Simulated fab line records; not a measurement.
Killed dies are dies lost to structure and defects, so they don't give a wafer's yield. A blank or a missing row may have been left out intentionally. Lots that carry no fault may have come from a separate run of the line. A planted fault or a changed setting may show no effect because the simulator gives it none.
Struck lot and sound lot, side by side | flow nand-harc | 44 steps out of a route of 1159
Sound: wafers L926.2, L926.3, L926.5. Struck: wafers L928.2, L928.3, L928.6. The cause is given at the end.
Each step with rows lists, per side, the tool, then ch with its chambers, then its first start. Under that, the readings that differ: sound wafers | struck wafers | difference of the means | sigmas: that difference in standard deviations of wafers without a fault.
alike: words and numbers the same on both sides, and readings whose means are apart by under 2 such deviations; not compared: readings that were withheld, readings missing a value for some wafer, numbers with overlapping values and no deviation given by the record, and bounds like >300 which may hide the same value.
Wherever a step has rows on one side only, a row that says differs or no value, or a row with sigmas, the two part there. Numbers that don't overlap but have no deviation are shown without sigmas and don't part them. Lack of a reading on every wafer of one side parts them only where that side has two or more wafers.

first, 5 steps without rows for these wafers: NHARC_A_CONTACT_SOFTBAKE_37 (time 55 s); NHARC_A_CONTACT_EBR_38; NHARC_A_CONTACT_EXPOSE_39 (exposes mask A CC 3); NHARC_A_CONTACT_PEB_40 (peb time 65 s); NHARC_A_CONTACT_DEVELOP_41 (develop time 35 s).
NHARC_A_CONTACT_CD_MEAS_42 targets a cd of 200 nm.
  sound on cd-sem-02 ch 0, day 16 23:20; struck on cd-sem-02 ch 0, day 18 01:50
  alike: cd-nm
NHARC_A_CONTACT_OVL_MEAS_43:
  sound: overlay-02 at day 16 23:26; struck: overlay-02 at day 18 01:55
  reading           | sound          | struck      | difference | sigmas
  overlay-x-nm (nm) | -1.3 -1.8 -0.9 | 0.7 0.9 0.6 | +2.1       | +2
  alike: overlay-y-nm
NHARC_A_CONTACT_INSPECT_44:
  sound: defect-inspect-01 at day 16 23:28; struck: defect-inspect-01 at day 18 01:57
  alike: raw-defect-count
then, 1 step without rows for these wafers: NHARC_A_CONTACT_DESCUM_47 (chemistry O2, time 3 s).
NHARC_A_CONTACT_ETCH_48: etches the open film in CF4, target depth 39 nm, time 65 s.
  sound on rie-diel-03 ch 1,2,3, day 16 23:37; struck on rie-diel-03 ch 1,3, day 18 02:10
  alike: drypump-motor-current-A, mfc-ar-sccm, oes-product-au, rf-vpp-V, showerhead-plenum-p-Torr, throttle-valve-pct
  not compared: rf-hours-counter-h
NHARC_A_CONTACT_ETCH_49: etches the open film in N2/H2, target depth 260 nm, time 475.3 s.
  sound: rie-diel-03 ch 1,2; struck: rie-diel-03 ch 2,3
  alike: drypump-motor-current-A, mfc-ar-sccm, oes-product-au, rf-vpp-V, showerhead-plenum-p-Torr, throttle-valve-pct
  not compared: rf-hours-counter-h
then, 1 step without rows for these wafers: NHARC_A_CONTACT_ETCH_50 (etches the open film in CF4/CHF3, target depth 84.7 nm, time 42.4 s).
NHARC_A_CONTACT_ETCH_51: etches the open film in O2/COS, target depth 3600 nm, time 936 s.
  sound on rie-diel-03 ch 0,1,2, day 17 01:45; struck on rie-diel-03 ch 1,2,3, day 18 02:44
  alike: drypump-motor-current-A, mfc-ar-sccm, oes-product-au, rf-vpp-V, showerhead-plenum-p-Torr, throttle-valve-pct
  not compared: rf-hours-counter-h
then, 7 steps without rows for these wafers: NHARC_A_CONTACT_ETCH_111 (etches the open film in C4F8/O2/Ar, time 140 s, target depth 700 nm); NHARC_A_CONTACT_ETCH_112 (etches the open film in C4F8/O2/Ar, time 94 s, target depth 922 nm); NHARC_A_CONTACT_ETCH_113 (etches the open film in C4F8/O2/Ar, time 94 s, target depth 922 nm); NHARC_A_CONTACT_ETCH_114 (etches the open film in C4F8/O2/Ar, time 94 s, target depth 922 nm); NHARC_A_CONTACT_ETCH_115 (etches the open film in C4F8/O2/Ar, time 94 s, target depth 922 nm); NHARC_A_CONTACT_ETCH_116 (etches the open film in C4F8/O2/Ar, time 94 s, target depth 922 nm); NHARC_A_CONTACT_ETCH_117 (etches the open film in C4F8/O2/Ar, time 94 s, target depth 922 nm).
NHARC_A_CONTACT_ETCH_118: etches the open film in C4F8/O2/Ar, time 94 s, target depth 922 nm.
  sound on har-cap-etch-02 ch 0,1, day 17 03:16; struck on har-cap-etch-03 ch 0,1, day 18 04:04
  not compared: rf-hours-counter-h
then, 4 steps without rows for these wafers: NHARC_A_CONTACT_ETCH_119 (etches the open film in C4F8/O2/Ar, time 94 s, target depth 922 nm); NHARC_A_CONTACT_ETCH_120 (etches the open film in C4F8/O2/Ar, time 94 s, target depth 922 nm); NHARC_A_CONTACT_ETCH_121 (etches the open film in C4F8/O2/Ar, time 94 s, target depth 922 nm); NHARC_A_CONTACT_ETCH_122 (etches the open film in C4F8/O2/Ar, time 95 s, target depth 930 nm).
NHARC_A_CONTACT_ETCH_123: etches the open film in C4F8/O2/Ar, time 253 s, target depth 1090 nm.
  sound on har-cap-etch-02 ch 0,1, day 17 03:55; struck on har-cap-etch-03 ch 0,1, day 18 04:32
  not compared: rf-hours-counter-h
then, 2 steps without rows for these wafers: NHARC_A_CONTACT_ETCH_90 (etches the open film in CH3F/O2, target depth 40 nm, time 85.7 s); NHARC_A_CONTACT_ETCH_96 (etches the open film in C4F6/O2, target depth 20 nm, time 10 s).
NHARC_A_CONTACT_CD_MEAS_53:
  sound: cd-sem-02 at day 17 04:48; struck: cd-sem-02 at day 18 05:21
  alike: cd-nm
then, 4 steps without rows for these wafers: NHARC_A_CONTACT_STRIP_99 (strips in N2/H2); NHARC_A_CONTACT_STRIP_100 (strips in CF4/CHF3); NHARC_A_CONTACT_STRIP_101 (strips in O2/COS); NHARC_A_CONTACT_ETCH_102 (etches the open film in CF4/O2, target depth 70 nm, overetch 7 nm, time 38.5 s).
NHARC_A_CONTACT_STRIP_55: strips in O2.
  sound: rie-diel-10 ch 0,1,3; struck: rie-diel-10 ch 1,3
  alike: drypump-motor-current-A, mfc-ar-sccm, oes-product-au, rf-vpp-V, showerhead-plenum-p-Torr, throttle-valve-pct
  not compared: rf-hours-counter-h
then, 8 steps without rows for these wafers: NHARC_A_CONTACT_STRIP_56 (strips in post etch residue remover, time 600 s); NHARC_A_CONTACT_DEP_57 (deposits aC, target thk 2800 nm); NHARC_A_CONTACT_DEP_58 (deposits SiON, target thk 60 nm); NHARC_A_CONTACT_DEHYDRATE_59 (time 120 s); NHARC_A_CONTACT_HMDS_60 (time 30 s); NHARC_A_CONTACT_COAT_61 (time 75 s); NHARC_A_CONTACT_COAT_62 (time 65 s); NHARC_A_CONTACT_COAT_63 (resist thk 90 nm).
NHARC_A_CONTACT_DESCUM_74: chemistry O2, time 3 s.
  sound on rie-diel-12 ch 0,2,3, day 17 08:30; struck on rie-diel-10 ch 1,3, day 18 10:58
  reading | sound | struck                                                                     | difference                   | sigmas
  hold    | - - - | await-dispo/1.8h/release await-dispo/1.8h/release await-dispo/1.8h/release | no value on the sound wafers |
  alike: drypump-motor-current-A, mfc-ar-sccm, oes-product-au, rf-vpp-V, showerhead-plenum-p-Torr, throttle-valve-pct
  not compared: rf-hours-counter-h
-- jump in the record: it breaks off in module A_CONTACT and resumes in module END (first step shown: number 1159 of the route), and 3 days separate the struck wafers' starts before and after --
NHARC_END_SORT_01:
  here the record holds rows for the struck wafers (prober-02 ch 0, day 21 16:52) but none for the sound ones

== WHERE THEY PART ==
First at NHARC_A_CONTACT_OVL_MEAS_43; last, within this record, at NHARC_END_SORT_01.

WHY: what the simulator had put in
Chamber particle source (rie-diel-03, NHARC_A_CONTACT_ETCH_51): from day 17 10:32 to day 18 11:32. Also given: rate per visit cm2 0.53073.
